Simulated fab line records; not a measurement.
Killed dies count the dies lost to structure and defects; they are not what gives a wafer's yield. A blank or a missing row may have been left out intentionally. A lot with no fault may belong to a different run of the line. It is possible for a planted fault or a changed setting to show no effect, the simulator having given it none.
Comparing a struck lot with a sound one | flow n5Finfet | 15 steps out of a route of 1938
Sound: wafers L487.2, L487.5, L487.6. The struck wafers were L491.1, L491.2, L491.4. At the end, the cause is stated.
Each step with rows lists, per side, the tool, then ch with its chambers, then its first start. Under that, the readings that differ: sound wafers | struck wafers | difference of the means | sigmas: that difference in standard deviations of wafers without a fault.
alike: words and numbers the same on both sides, and readings whose means are apart by under 2 such deviations; not compared: readings that were withheld, readings missing a value for some wafer, numbers with overlapping values and no deviation given by the record, and bounds like >300 which may hide the same value.
Wherever a step has rows on one side only, a row that says differs or no value, or a row with sigmas, the two part there. When numbers do not overlap yet have no deviation, they are printed without sigmas and do not part them. A reading missing from all wafers of one side parts the sides only when that side holds two or more wafers.

N5_BEOL_M0_SAQP_INSPECT_16: inspects for defects (brightfield).
  struck on defectInspect-02, day 7 22:25; sound on defectInspect-02, day 6 23:34
  alike: rawDefectCount
then, 1 step without rows for these wafers: N5_BEOL_M0_SAQP_DESCUM_19 (chemistry O2, time 7.9 s).
N5_BEOL_M0_SAQP_ETCH_83: etches SiARC in CF4, target depth 39 nm, time 65 s.
  sound on rieDiel-06 ch 1,2, day 7 01:21; struck on rieDiel-06 ch 1,2,3, day 7 22:29
  alike: drypumpMotorCurrentA, etchRfOnTimeS, oesProductAu, rfVppV, showerheadPlenumPTorr, throttleValvePct
  not compared: rfHoursCounterH
N5_BEOL_M0_SAQP_ETCH_84: etches SOC in N2/H2, target depth 100 nm, overetch 20 nm, time 150 s.
  sound on rieDiel-06 ch 1,2, day 7 01:24; struck on rieDiel-06 ch 1,2,3, day 7 22:32
  alike: drypumpMotorCurrentA, oesProductAu, rfVppV, showerheadPlenumPTorr, throttleValvePct
  not compared: rfHoursCounterH
then, 1 step without rows for these wafers: N5_BEOL_M0_SAQP_STRIP_80 (strips in N2/H2).
N5_BEOL_M0_SAQP_HM_OPEN_112: chemistry CHF3/O2, target SiO2, stops on a-Si, target depth 12 nm, time 13.5 s.
  sound on rieDiel-06 ch 1,2, day 7 01:31; struck on rieDiel-06 ch 1,2,3, day 7 22:38
  alike: drypumpMotorCurrentA, oes_ar_750_au, oes_f_703_au, oesProductAu, rfVppV, showerheadPlenumPTorr, throttleValvePct
  not compared: rfHoursCounterH
then, 1 step without rows for these wafers: N5_BEOL_M0_SAQP_STRIP_113 (strips in CHF3/O2).
N5_BEOL_M0_SAQP_MANDREL_ETCH_20: etches a-Si in HBr/Cl2, stops on SiNx, target depth 60 nm, bt time 10 s, time 30 s.
  sound on rieSi-06 ch 0,1,3, day 7 01:35; struck on rieSi-04 ch 0,1,2, day 7 22:43
  alike: drypumpMotorCurrentA, oesProductAu, throttleValvePct
  not compared: rfHoursCounterH
N5_BEOL_M0_SAQP_STRIP_86: strips in N2/H2.
  sound on rieDiel-01 ch 1,2, day 7 01:57; struck on rieDiel-06 ch 0,1,3, day 7 22:49
  alike: biasPowerW, drypumpMotorCurrentA, oesProductAu, powerW, rfVppV, showerheadPlenumPTorr, throttleValvePct
  not compared: rfHoursCounterH
then, 3 steps without rows for these wafers: N5_BEOL_M0_SAQP_STRIP_115 (strips in post etch residue remover, time 60 s); N5_BEOL_M0_SAQP_SRD_93 (time 30 s); N5_BEOL_M0_SAQP_RECESS_114 (chemistry HF/NH3, target SiO2, target depth 14.4 nm, afs cycles 3, sublimation time 60 s).
N5_BEOL_M0_SAQP_SPACER1_ALD_98: deposits SiO2, target thk 12.8 nm, pulse time 1 s, purge time 2 s.
  sound on aldSin-03 ch 0,1,2, day 7 02:28; struck on aldSin-02 ch 1,2,3, day 7 23:20
reading            | sound                | struck               | difference | sigmas
susceptorTempC (C) | 300.05 299.57 300.38 | 295.92 295.99 295.68 | -4.14      | -22
  alike: heaterPowerW, precursorPulseHeightRel
then, 1 step without rows for these wafers: N5_BEOL_M0_SAQP_SPACER1_ETCHBACK_99 (etches SiO2 in CHF3/O2, target depth 15.4 nm, time 7.7 s).
-- a jump in the record: the struck wafers' starts before and after are 5 days apart (it breaks off in module BEOL_M0_SAQP and resumes in module BEOL_M4, where the first step shown is number 1111 of the route) --
N5_BEOL_M4_RC_MEAS_101:
  sound on prober-01 ch 0, day 11 18:41; struck on prober-02 ch 0, day 12 11:29
  alike: DIBL_N, DIBL_P, IOFF_N, IOFF_P, ION_N, ION_P, SS_N, SS_P, VT_N, VT_P

## WHERE THEY PART
At N5_BEOL_M0_SAQP_SPACER1_ALD_98 and nowhere else, as far as this record goes. Later steps at which nothing parts them and some readings are alike: N5_BEOL_M4_RC_MEAS_101.

WHY: what the simulator had put in
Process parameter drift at N5_BEOL_M0_SAQP_SPACER1_ALD_98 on aldSin-02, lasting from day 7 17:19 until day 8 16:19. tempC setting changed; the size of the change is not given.
